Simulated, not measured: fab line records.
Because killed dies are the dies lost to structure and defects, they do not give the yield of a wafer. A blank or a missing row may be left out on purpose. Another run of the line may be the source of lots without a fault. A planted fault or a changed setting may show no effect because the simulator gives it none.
A sampling plan put to the test || flow n5_finfet || one fab line, 37 faults that these records tell of, each judged on the records of the lots that it struck; 2 more are left out, because the records don't allow judging them
What counts as the plan is the set of the line's own looks, namely the steps on the route at which a gauge or an inspection reads a wafer and does not change it. A look can be judged if struck wafers have a number there and the file gives its usual mean and standard deviation on fault-free wafers. Caught: a look later than the fault's first step finds the struck wafers' mean 4 or more of those standard deviations (sigma) from the usual mean. On the tool: the fault's steps, tested the same way using the tool's own readings. Also counted as caught: the struck wafers showing another recipe, or a record that is empty for them alone.

THE FAULTS, as the simulator had put them in
1. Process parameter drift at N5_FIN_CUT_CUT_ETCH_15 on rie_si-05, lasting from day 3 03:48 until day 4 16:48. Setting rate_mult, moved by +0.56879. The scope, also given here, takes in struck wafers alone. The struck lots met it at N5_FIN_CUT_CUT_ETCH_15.
2. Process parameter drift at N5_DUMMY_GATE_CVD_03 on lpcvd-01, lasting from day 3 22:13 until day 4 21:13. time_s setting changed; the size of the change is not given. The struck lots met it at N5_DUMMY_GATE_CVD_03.
3. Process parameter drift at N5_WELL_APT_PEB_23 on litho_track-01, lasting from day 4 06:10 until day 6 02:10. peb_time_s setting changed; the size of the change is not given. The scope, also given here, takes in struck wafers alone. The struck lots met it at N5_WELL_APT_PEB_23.
4. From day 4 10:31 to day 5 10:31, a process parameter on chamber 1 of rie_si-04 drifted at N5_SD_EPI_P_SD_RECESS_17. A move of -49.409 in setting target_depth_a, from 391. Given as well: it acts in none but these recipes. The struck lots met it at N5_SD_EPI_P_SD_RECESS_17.
5. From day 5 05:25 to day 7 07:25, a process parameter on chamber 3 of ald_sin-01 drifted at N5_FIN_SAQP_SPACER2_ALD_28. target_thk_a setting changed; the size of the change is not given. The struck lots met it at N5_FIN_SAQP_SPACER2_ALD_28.
6. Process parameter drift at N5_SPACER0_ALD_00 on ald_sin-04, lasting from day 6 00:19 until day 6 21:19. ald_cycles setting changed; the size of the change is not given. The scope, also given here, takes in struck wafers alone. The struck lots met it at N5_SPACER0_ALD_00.
7. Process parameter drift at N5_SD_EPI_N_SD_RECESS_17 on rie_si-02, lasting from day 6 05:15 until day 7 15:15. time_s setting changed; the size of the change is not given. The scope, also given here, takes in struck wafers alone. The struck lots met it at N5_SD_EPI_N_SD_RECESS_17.
8. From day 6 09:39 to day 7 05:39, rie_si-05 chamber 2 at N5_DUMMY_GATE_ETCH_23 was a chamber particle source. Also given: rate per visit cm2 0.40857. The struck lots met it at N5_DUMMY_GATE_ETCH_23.
9. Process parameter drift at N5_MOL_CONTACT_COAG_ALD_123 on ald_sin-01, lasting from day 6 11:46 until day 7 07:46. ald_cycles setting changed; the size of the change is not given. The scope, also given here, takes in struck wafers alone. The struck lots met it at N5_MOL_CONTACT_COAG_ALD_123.
10. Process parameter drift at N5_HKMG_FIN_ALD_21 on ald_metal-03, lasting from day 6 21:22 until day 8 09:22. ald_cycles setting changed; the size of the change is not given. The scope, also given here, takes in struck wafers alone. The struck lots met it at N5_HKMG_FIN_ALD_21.
11. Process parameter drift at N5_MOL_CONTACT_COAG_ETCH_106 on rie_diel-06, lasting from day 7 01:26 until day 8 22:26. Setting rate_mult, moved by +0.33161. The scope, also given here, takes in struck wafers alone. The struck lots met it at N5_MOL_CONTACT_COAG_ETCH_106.
12. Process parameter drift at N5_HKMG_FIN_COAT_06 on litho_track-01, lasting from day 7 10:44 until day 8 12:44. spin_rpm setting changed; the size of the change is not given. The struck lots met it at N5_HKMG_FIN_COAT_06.
13. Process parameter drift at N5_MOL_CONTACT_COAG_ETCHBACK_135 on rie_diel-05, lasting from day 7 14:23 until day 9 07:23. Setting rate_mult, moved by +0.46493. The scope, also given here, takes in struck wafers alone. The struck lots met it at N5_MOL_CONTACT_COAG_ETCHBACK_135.
14. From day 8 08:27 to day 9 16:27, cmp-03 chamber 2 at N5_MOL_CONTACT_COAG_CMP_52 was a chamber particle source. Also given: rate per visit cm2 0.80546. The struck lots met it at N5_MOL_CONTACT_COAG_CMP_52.
15. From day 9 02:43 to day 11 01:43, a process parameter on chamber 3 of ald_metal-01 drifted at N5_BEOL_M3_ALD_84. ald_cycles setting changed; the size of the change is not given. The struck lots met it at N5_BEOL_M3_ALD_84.
16. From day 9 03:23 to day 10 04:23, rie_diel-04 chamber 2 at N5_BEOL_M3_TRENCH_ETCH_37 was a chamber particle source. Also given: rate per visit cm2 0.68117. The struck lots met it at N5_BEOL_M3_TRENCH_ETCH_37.
17. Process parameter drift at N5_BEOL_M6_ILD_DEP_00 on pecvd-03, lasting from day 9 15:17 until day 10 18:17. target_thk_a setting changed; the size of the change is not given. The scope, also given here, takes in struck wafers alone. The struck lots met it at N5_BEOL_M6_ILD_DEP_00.
18. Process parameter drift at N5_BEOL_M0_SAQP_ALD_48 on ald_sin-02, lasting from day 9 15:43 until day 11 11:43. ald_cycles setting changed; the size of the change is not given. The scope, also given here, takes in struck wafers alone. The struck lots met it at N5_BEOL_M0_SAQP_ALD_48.
19. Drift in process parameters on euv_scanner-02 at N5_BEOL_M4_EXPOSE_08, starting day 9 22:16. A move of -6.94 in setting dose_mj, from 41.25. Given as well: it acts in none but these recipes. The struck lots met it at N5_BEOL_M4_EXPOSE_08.
20. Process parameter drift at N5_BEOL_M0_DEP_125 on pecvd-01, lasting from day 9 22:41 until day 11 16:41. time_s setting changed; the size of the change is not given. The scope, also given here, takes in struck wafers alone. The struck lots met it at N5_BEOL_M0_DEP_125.
21. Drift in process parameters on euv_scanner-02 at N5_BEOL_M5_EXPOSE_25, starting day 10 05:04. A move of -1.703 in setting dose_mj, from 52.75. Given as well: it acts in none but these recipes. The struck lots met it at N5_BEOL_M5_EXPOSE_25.
22. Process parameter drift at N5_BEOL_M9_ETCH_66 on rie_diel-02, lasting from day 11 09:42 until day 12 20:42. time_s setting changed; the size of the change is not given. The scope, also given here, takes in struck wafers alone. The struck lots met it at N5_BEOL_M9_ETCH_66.
23. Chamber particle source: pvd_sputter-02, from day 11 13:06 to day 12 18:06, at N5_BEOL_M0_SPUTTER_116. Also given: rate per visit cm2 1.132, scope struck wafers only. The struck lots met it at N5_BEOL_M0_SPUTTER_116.
24. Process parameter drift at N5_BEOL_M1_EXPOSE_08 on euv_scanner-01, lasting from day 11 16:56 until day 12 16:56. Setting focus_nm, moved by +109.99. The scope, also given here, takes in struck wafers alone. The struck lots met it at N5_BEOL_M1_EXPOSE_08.
25. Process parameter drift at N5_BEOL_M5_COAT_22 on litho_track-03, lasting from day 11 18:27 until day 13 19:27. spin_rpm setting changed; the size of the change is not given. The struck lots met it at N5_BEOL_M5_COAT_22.
26. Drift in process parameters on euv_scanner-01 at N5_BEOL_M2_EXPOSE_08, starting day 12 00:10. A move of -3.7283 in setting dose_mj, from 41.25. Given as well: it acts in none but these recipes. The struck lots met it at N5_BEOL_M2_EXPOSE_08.
27. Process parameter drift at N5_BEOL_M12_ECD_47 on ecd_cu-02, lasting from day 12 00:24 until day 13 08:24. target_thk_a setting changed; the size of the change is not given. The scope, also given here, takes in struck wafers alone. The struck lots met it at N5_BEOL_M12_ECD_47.
28. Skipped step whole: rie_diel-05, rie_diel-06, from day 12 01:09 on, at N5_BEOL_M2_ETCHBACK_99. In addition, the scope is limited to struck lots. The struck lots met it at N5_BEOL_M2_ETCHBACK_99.
29. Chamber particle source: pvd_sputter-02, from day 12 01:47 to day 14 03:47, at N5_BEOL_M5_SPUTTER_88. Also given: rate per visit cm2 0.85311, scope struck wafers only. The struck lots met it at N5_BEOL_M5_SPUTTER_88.
30. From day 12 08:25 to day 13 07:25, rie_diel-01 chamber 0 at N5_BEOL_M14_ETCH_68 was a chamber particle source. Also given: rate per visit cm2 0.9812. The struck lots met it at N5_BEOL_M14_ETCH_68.
31. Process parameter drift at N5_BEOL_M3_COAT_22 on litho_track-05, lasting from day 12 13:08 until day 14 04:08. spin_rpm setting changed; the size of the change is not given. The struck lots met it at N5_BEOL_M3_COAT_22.
32. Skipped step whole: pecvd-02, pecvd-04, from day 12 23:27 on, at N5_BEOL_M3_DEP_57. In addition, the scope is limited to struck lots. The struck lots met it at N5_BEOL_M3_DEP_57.
33. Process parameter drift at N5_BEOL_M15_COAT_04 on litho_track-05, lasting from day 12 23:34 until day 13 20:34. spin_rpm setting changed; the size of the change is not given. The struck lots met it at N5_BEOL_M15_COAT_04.
34. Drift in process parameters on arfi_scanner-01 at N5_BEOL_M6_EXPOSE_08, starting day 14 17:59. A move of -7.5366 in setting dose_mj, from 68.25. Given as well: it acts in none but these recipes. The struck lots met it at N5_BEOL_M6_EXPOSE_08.
35. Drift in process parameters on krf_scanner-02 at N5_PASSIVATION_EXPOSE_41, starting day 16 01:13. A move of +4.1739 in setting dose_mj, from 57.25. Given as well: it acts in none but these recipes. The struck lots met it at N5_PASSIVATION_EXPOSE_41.
36. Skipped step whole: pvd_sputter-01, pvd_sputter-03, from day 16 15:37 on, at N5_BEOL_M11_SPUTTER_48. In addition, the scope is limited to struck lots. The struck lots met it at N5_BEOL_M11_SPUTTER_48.
37. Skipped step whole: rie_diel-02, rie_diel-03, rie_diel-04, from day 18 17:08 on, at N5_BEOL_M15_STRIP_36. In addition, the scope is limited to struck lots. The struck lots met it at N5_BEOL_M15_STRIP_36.

WHAT THE PLAN SAW
{"fault": 1, "on the tool itself": "only faintly: oes_product_au +2.2 sigma", "first look that catches it": "not the one look that can be judged after it", "reading, sigma": "-", "median hours from its first step to that look": "-", "hours from the fault's start to the first struck lot there": "-", "judged looks passed uncaught": 1}
{"fault": 2, "on the tool itself": "under 2 sigma", "first look that catches it": "not the one look that can be judged after it", "reading, sigma": "-", "median hours from its first step to that look": "-", "hours from the fault's start to the first struck lot there": "-", "judged looks passed uncaught": 1}
{"fault": 3, "on the tool itself": "heater_power_total_W +16 sigma", "first look that catches it": "none of the 2 looks that can be judged after it", "reading, sigma": "strongest: cd_nm at N5_WELL_APT_CD_MEAS_25, -2.8", "median hours from its first step to that look": "-", "hours from the fault's start to the first struck lot there": "-", "judged looks passed uncaught": 2}
{"fault": 4, "on the tool itself": "under 2 sigma", "first look that catches it": "not the one look that can be judged after it", "reading, sigma": "strongest: CJ_P at N5_BEOL_M4_RC_MEAS_101, -3.2", "median hours from its first step to that look": "-", "hours from the fault's start to the first struck lot there": "-", "judged looks passed uncaught": 1}
{"fault": 5, "on the tool itself": "only faintly: heater_power_w +2.2 sigma", "first look that catches it": "N5_FIN_SAQP_CD_MEAS_31", "reading, sigma": "cd_nm -8.9", "median hours from its first step to that look": 0.5, "hours from the fault's start to the first struck lot there": 3, "judged looks passed uncaught": 0}
{"fault": 6, "on the tool itself": "under 2 sigma", "first look that catches it": "N5_BEOL_M4_RC_MEAS_101", "reading, sigma": "REXT_N -4.6", "median hours from its first step to that look": 164.2, "hours from the fault's start to the first struck lot there": 165, "judged looks passed uncaught": 0}
{"fault": 7, "on the tool itself": "under 2 sigma", "first look that catches it": "N5_BEOL_M4_RC_MEAS_101", "reading, sigma": "SS_N +17", "median hours from its first step to that look": 164.0, "hours from the fault's start to the first struck lot there": 160, "judged looks passed uncaught": 0}
{"fault": 8, "on the tool itself": "under 2 sigma", "first look that catches it": "N5_SPACER0_INSPECT_04", "reading, sigma": "raw_defect_count +8.2", "median hours from its first step to that look": 1.1, "hours from the fault's start to the first struck lot there": 10, "judged looks passed uncaught": 1}
{"fault": 9, "on the tool itself": "under 2 sigma", "first look that catches it": "no look after it can be judged", "reading, sigma": "-", "median hours from its first step to that look": "-", "hours from the fault's start to the first struck lot there": "-", "judged looks passed uncaught": 0}
{"fault": 10, "on the tool itself": "under 2 sigma", "first look that catches it": "not the one look that can be judged after it", "reading, sigma": "-", "median hours from its first step to that look": "-", "hours from the fault's start to the first struck lot there": "-", "judged looks passed uncaught": 1}
{"fault": 11, "on the tool itself": "under 2 sigma", "first look that catches it": "not the one look that can be judged after it", "reading, sigma": "-", "median hours from its first step to that look": "-", "hours from the fault's start to the first struck lot there": "-", "judged looks passed uncaught": 1}
{"fault": 12, "on the tool itself": "spin_speed_rpm -99 or beyond sigma", "first look that catches it": "none of the 4 looks that can be judged after it", "reading, sigma": "-", "median hours from its first step to that look": "-", "hours from the fault's start to the first struck lot there": "-", "judged looks passed uncaught": 4}
{"fault": 13, "on the tool itself": "only faintly: oes_product_au +2.7 sigma", "first look that catches it": "not the one look that can be judged after it", "reading, sigma": "-", "median hours from its first step to that look": "-", "hours from the fault's start to the first struck lot there": "-", "judged looks passed uncaught": 1}
{"fault": 14, "on the tool itself": "under 2 sigma", "first look that catches it": "N5_MOL_CONTACT_COAG_INSPECT_97", "reading, sigma": "raw_defect_count +30", "median hours from its first step to that look": 45.0, "hours from the fault's start to the first struck lot there": 63, "judged looks passed uncaught": 0}
{"fault": 15, "on the tool itself": "under 2 sigma", "first look that catches it": "N5_BEOL_M4_RC_MEAS_101", "reading, sigma": "COMB_M3 +11", "median hours from its first step to that look": 10.6, "hours from the fault's start to the first struck lot there": 32, "judged looks passed uncaught": 0}
{"fault": 16, "on the tool itself": "only faintly: rf_vpp_V +2.0 sigma", "first look that catches it": "no look after it can be judged", "reading, sigma": "-", "median hours from its first step to that look": "-", "hours from the fault's start to the first struck lot there": "-", "judged looks passed uncaught": 0}
{"fault": 17, "on the tool itself": "under 2 sigma", "first look that catches it": "N5_BEOL_M6_THK_MEAS_01", "reading, sigma": "M6_ILD_THK +4.8", "median hours from its first step to that look": 0.6, "hours from the fault's start to the first struck lot there": 4, "judged looks passed uncaught": 0}
{"fault": 18, "on the tool itself": "under 2 sigma", "first look that catches it": "not the one look that can be judged after it", "reading, sigma": "-", "median hours from its first step to that look": "-", "hours from the fault's start to the first struck lot there": "-", "judged looks passed uncaught": 1}
{"fault": 19, "on the tool itself": "exposure_dose_mJ_cm2 -26 sigma", "first look that catches it": "N5_BEOL_M4_CD_MEAS_11", "reading, sigma": "cd_nm -12", "median hours from its first step to that look": 0.1, "hours from the fault's start to the first struck lot there": 6, "judged looks passed uncaught": 0}
{"fault": 20, "on the tool itself": "under 2 sigma", "first look that catches it": "not the one look that can be judged after it", "reading, sigma": "-", "median hours from its first step to that look": "-", "hours from the fault's start to the first struck lot there": "-", "judged looks passed uncaught": 1}
{"fault": 21, "on the tool itself": "exposure_dose_mJ_cm2 -6.2 sigma", "first look that catches it": "not the one look that can be judged after it", "reading, sigma": "strongest: cd_nm at N5_BEOL_M5_CD_MEAS_28, -3.2", "median hours from its first step to that look": "-", "hours from the fault's start to the first struck lot there": "-", "judged looks passed uncaught": 1}
{"fault": 22, "on the tool itself": "run_length_s +38 sigma", "first look that catches it": "no look after it can be judged", "reading, sigma": "-", "median hours from its first step to that look": "-", "hours from the fault's start to the first struck lot there": "-", "judged looks passed uncaught": 0}
{"fault": 23, "on the tool itself": "under 2 sigma", "first look that catches it": "none of the 2 looks that can be judged after it", "reading, sigma": "-", "median hours from its first step to that look": "-", "hours from the fault's start to the first struck lot there": "-", "judged looks passed uncaught": 2}
{"fault": 24, "on the tool itself": "under 2 sigma", "first look that catches it": "no look after it can be judged", "reading, sigma": "-", "median hours from its first step to that look": "-", "hours from the fault's start to the first struck lot there": "-", "judged looks passed uncaught": 0}
{"fault": 25, "on the tool itself": "spin_speed_rpm +40 sigma", "first look that catches it": "none of the 3 looks that can be judged after it", "reading, sigma": "-", "median hours from its first step to that look": "-", "hours from the fault's start to the first struck lot there": "-", "judged looks passed uncaught": 3}
{"fault": 26, "on the tool itself": "exposure_dose_mJ_cm2 -13 sigma", "first look that catches it": "N5_BEOL_M2_CD_MEAS_11", "reading, sigma": "cd_nm -5.6", "median hours from its first step to that look": 0.1, "hours from the fault's start to the first struck lot there": 1, "judged looks passed uncaught": 0}
{"fault": 27, "on the tool itself": "no reading that can be judged", "first look that catches it": "no look after it can be judged", "reading, sigma": "-", "median hours from its first step to that look": "-", "hours from the fault's start to the first struck lot there": "-", "judged looks passed uncaught": 0}
{"fault": 28, "on the tool itself": "the tool's record is blank for the struck wafers", "first look that catches it": "no look after it can be judged", "reading, sigma": "-", "median hours from its first step to that look": "-", "hours from the fault's start to the first struck lot there": "-", "judged looks passed uncaught": 0}
{"fault": 29, "on the tool itself": "under 2 sigma", "first look that catches it": "not the one look that can be judged after it", "reading, sigma": "-", "median hours from its first step to that look": "-", "hours from the fault's start to the first struck lot there": "-", "judged looks passed uncaught": 1}
{"fault": 30, "on the tool itself": "under 2 sigma", "first look that catches it": "no look after it can be judged", "reading, sigma": "-", "median hours from its first step to that look": "-", "hours from the fault's start to the first struck lot there": "-", "judged looks passed uncaught": 0}
{"fault": 31, "on the tool itself": "spin_speed_rpm -99 or beyond sigma", "first look that catches it": "not the one look that can be judged after it", "reading, sigma": "-", "median hours from its first step to that look": "-", "hours from the fault's start to the first struck lot there": "-", "judged looks passed uncaught": 1}
{"fault": 32, "on the tool itself": "the tool's record is blank for the struck wafers", "first look that catches it": "no look after it can be judged", "reading, sigma": "-", "median hours from its first step to that look": "-", "hours from the fault's start to the first struck lot there": "-", "judged looks passed uncaught": 0}
{"fault": 33, "on the tool itself": "spin_speed_rpm +99 or beyond sigma", "first look that catches it": "none of the 3 looks that can be judged after it", "reading, sigma": "-", "median hours from its first step to that look": "-", "hours from the fault's start to the first struck lot there": "-", "judged looks passed uncaught": 3}
{"fault": 34, "on the tool itself": "exposure_dose_mJ_cm2 -92 sigma", "first look that catches it": "N5_BEOL_M6_CD_MEAS_11", "reading, sigma": "cd_nm -8.2", "median hours from its first step to that look": 0.1, "hours from the fault's start to the first struck lot there": 9, "judged looks passed uncaught": 0}
{"fault": 35, "on the tool itself": "exposure_dose_mJ_cm2 +77 sigma", "first look that catches it": "N5_PASSIVATION_CD_MEAS_44", "reading, sigma": "cd_nm +7.9", "median hours from its first step to that look": 0.2, "hours from the fault's start to the first struck lot there": 45, "judged looks passed uncaught": 0}
{"fault": 36, "on the tool itself": "the tool's record is blank for the struck wafers", "first look that catches it": "no look after it can be judged", "reading, sigma": "-", "median hours from its first step to that look": "-", "hours from the fault's start to the first struck lot there": "-", "judged looks passed uncaught": 0}
{"fault": 37, "on the tool itself": "no reading that can be judged", "first look that catches it": "no look after it can be judged", "reading, sigma": "-", "median hours from its first step to that look": "-", "hours from the fault's start to the first struck lot there": "-", "judged looks passed uncaught": 0}
Dash: fault not caught, or number not given in these records.

Caught at a look: 11 of 37. Caught on the tool: 14 of 37. By one or the other: 21 of 37.
Caught on the tool alone: faults 3, 12, 21, 22, 25, 28, 31, 32, 33, 36.
Caught at a look alone: faults 5, 6, 7, 8, 14, 15, 17.
Caught by neither: faults 1, 2, 4, 9, 10, 11, 13, 16, 18, 20, 23, 24, 27, 29, 30, 37.

THINNER SAMPLING
If the look that catches a fault measured only every second or every third lot, by lot number, the first struck lot would be measured this late in the worst case:
{"fault": 5, "struck lots at that look, in order of time": "L464, L469", "every lot": "3 h", "every second lot": "33 h", "every third lot": "may miss all 2"}
{"fault": 6, "struck lots at that look, in order of time": "L766, L768", "every lot": "165 h", "every second lot": "may miss all 2", "every third lot": "may miss all 2"}
{"fault": 7, "struck lots at that look, in order of time": "L496, L497, L498", "every lot": "160 h", "every second lot": "173 h", "every third lot": "182 h"}
{"fault": 8, "struck lots at that look, in order of time": "L144", "every lot": "10 h", "every second lot": "may miss it", "every third lot": "may miss it"}
{"fault": 14, "struck lots at that look, in order of time": "L930, L931", "every lot": "63 h", "every second lot": "63 h", "every third lot": "may miss all 2"}
{"fault": 15, "struck lots at that look, in order of time": "L237", "every lot": "32 h", "every second lot": "may miss it", "every third lot": "may miss it"}
{"fault": 17, "struck lots at that look, in order of time": "L564, L566, L567", "every lot": "4 h", "every second lot": "24 h", "every third lot": "may miss all 3"}
{"fault": 19, "struck lots at that look, in order of time": "L954, L956, L955", "every lot": "6 h", "every second lot": "70 h", "every third lot": "70 h"}
{"fault": 26, "struck lots at that look, in order of time": "L438, L441", "every lot": "1 h", "every second lot": "6 h", "every third lot": "may miss all 2"}
{"fault": 34, "struck lots at that look, in order of time": "L133, L137", "every lot": "9 h", "every second lot": "may miss all 2", "every third lot": "may miss all 2"}
{"fault": 35, "struck lots at that look, in order of time": "L544, L543", "every lot": "45 h", "every second lot": "46 h", "every third lot": "may miss all 2"}
Hours: fault start to first struck lot measured. The limit of 4 sigma was tested on all struck wafers together, so one lot alone may lie under it. Other struck lots may not be in these records.

THE LONGEST TIMED WAY FROM STEP TO LOOK
Fault 6: a median of 164.2 hours passes between N5_SPACER0_ALD_00 and N5_BEOL_M4_RC_MEAS_101. No look between them can be judged.
